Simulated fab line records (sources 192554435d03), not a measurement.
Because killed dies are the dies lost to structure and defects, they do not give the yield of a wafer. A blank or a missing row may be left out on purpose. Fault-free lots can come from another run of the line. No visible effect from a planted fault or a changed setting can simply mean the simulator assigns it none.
Chamber matching	flow n5 finfet	N5_FIN_SAQP_PECVD_48 on pecvd-02 has 3 sister chambers
The step deposits SiNx from SiH4/NH3/N2, target thk 25 nm, time 22.1 s. 14 wafers are shown with their chamber, then 7 later ones without.

== WAFERS, EACH WITH ITS CHAMBER ==
wafer	chamber	throttle valve pct (%)	showerhead plenum p Torr (Torr)	heater power w (W)
L076.2	1	40.3	5.21	727
L076.4	1	40.3	5.21	734
L076.6	0	43.1	5.14	733
L079.1	0	43.3	5.14	735
L079.2	2	38.3	5.16	782
L079.3	1	40.3	5.21	807
L083.1	2	38.3	5.15	735
L083.2	0	43.6	5.14	730
L083.5	1	40.4	5.20	855
L085.1	0	43.4	5.14	686
L085.2	2	38.4	5.16	657
L085.6	1	40.3	5.22	844
L089.1	1	40.3	5.20	802
L089.2	0	43.3	5.14	730

SIGNATURES, as means of the wafers listed above
reading	chamber 0	chamber 1	chamber 2	scatter within a chamber
throttle valve pct	43.340	40.317	38.333	0.116
showerhead plenum p Torr	5.1400	5.2083	5.1567	0.00564
heater power w	722.80	794.83	724.67	46.9
Rule: distance of a wafer from a chamber = root of the sum over the readings of ((wafer's reading minus chamber's mean) / reading's scatter) squared. If the next closest chamber is less than 2 further off than the closest, the wafer can't be placed; otherwise it belongs to the closest. The scatter is the square root of a quotient: the sum, over the shown wafers, of each reading's squared deviation from its chamber's mean, divided by wafers minus chambers.

== WAFERS WITHOUT THEIR CHAMBER ==
wafer	throttle valve pct (%)	showerhead plenum p Torr (Torr)	heater power w (W)
L089.5	40.2	5.21	811
L091.1	38.6	5.17	756
L091.2	40.4	5.20	760
L091.6	43.4	5.15	745
L093.1	43.7	5.15	719
L093.2	38.9	5.15	727
L093.3	40.2	5.21	811

== EACH ONE'S CHAMBER ==
wafer	from the rows above	in truth
L089.5	1	1
L091.1	2	2
L091.2	1	1
L091.6	0	0
L093.1	0	0
L093.2	2	2
L093.3	1	1
Placed correctly: 7 of 7. Left unplaced by these rows: 0. Placed wrongly: 0.
